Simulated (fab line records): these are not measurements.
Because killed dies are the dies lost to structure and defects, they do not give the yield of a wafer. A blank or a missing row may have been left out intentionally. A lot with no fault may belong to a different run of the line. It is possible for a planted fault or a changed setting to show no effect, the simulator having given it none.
Matching of chambers | flow n5 finfet | N5_MOL_CONTACT_COAG_ALD_27 on ald sin-02 has 4 sister chambers
The step deposits SiOC, target thk 17 nm, pulse time 1.5 s, time 2720 s. 18 wafers are shown with their chamber, then 9 later ones without.

== WAFERS PAIRED WITH THEIR CHAMBERS ==
wafer  | chamber | heater power outer w (W) | heater power w (W) | precursor pulse height rel
L074.1 | 1       | 538                      | 820                | 0.967
L074.3 | 2       | 499                      | 809                | 0.993
L074.6 | 1       | 534                      | 825                | 0.979
L075.1 | 1       | 544                      | 825                | 0.983
L075.3 | 0       | 561                      | 916                | 0.996
L075.6 | 1       | 557                      | 817                | 1.015
L076.1 | 2       | 488                      | 830                | 0.986
L076.4 | 1       | 550                      | 825                | 1.020
L076.6 | 0       | 570                      | 903                | 0.979
L082.1 | 3       | 475                      | 782                | 1.001
L082.2 | 2       | 489                      | 824                | 0.998
L082.5 | 1       | 545                      | 814                | 0.994
L084.1 | 1       | 545                      | 813                | 1.003
L084.2 | 2       | 502                      | 824                | 0.956
L084.3 | 3       | 477                      | 772                | 1.034
L086.1 | 1       | 543                      | 861                | 1.015
L086.2 | 3       | 481                      | 782                | 1.012
L086.4 | 0       | 553                      | 934                | 1.013

SIGNATURES (averages over the wafers above)
reading                    | chamber 0 | chamber 1 | chamber 2 | chamber 3 | scatter within a chamber
heater power outer w       | 561.33    | 544.50    | 494.50    | 477.67    | 6.84
heater power w             | 917.67    | 825.00    | 821.75    | 778.67    | 13.2
precursor pulse height rel | 0.99600   | 0.99700   | 0.98325   | 1.01567   | 0.0186
Rule: a wafer lies at a distance from a chamber equal to the root of the sum of squares, over the readings, of (its reading less the chamber's mean, divided by the reading's scatter). The wafer belongs to the nearest chamber; if the next one is less than 2 further off, it can't be placed. The scatter: take each reading less its chamber's mean, square it, sum over the shown wafers, divide by the number of wafers less the number of chambers, and take the root.

== WAFERS MISSING THEIR CHAMBER ==
wafer  | heater power outer w (W) | heater power w (W) | precursor pulse height rel
L087.1 | 566                      | 933                | 1.031
L087.5 | 506                      | 828                | 1.035
L087.6 | 571                      | 929                | 1.001
L093.2 | 555                      | 889                | 1.031
L093.5 | 540                      | 889                | 0.975
L093.6 | 495                      | 745                | 1.036
L094.3 | 506                      | 752                | 0.996
L094.4 | 491                      | 820                | 1.005
L094.5 | 435                      | 728                | 1.013

== THE CHAMBER EACH PASSED THROUGH ==
wafer  | from the rows above     | in truth
L087.1 | 0                       | 0
L087.5 | 2                       | 2
L087.6 | 0                       | 0
L093.2 | 0                       | 0
L093.5 | can't be placed: 0 or 1 | 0
L093.6 | 3                       | 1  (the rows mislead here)
L094.3 | can't be placed: 3 or 2 | 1
L094.4 | 2                       | 2
L094.5 | 3                       | 3
6 of 9 placed correctly. Cannot be placed on the basis of these rows: 2; the candidates contain the true chamber in 1. 1 placed wrongly.
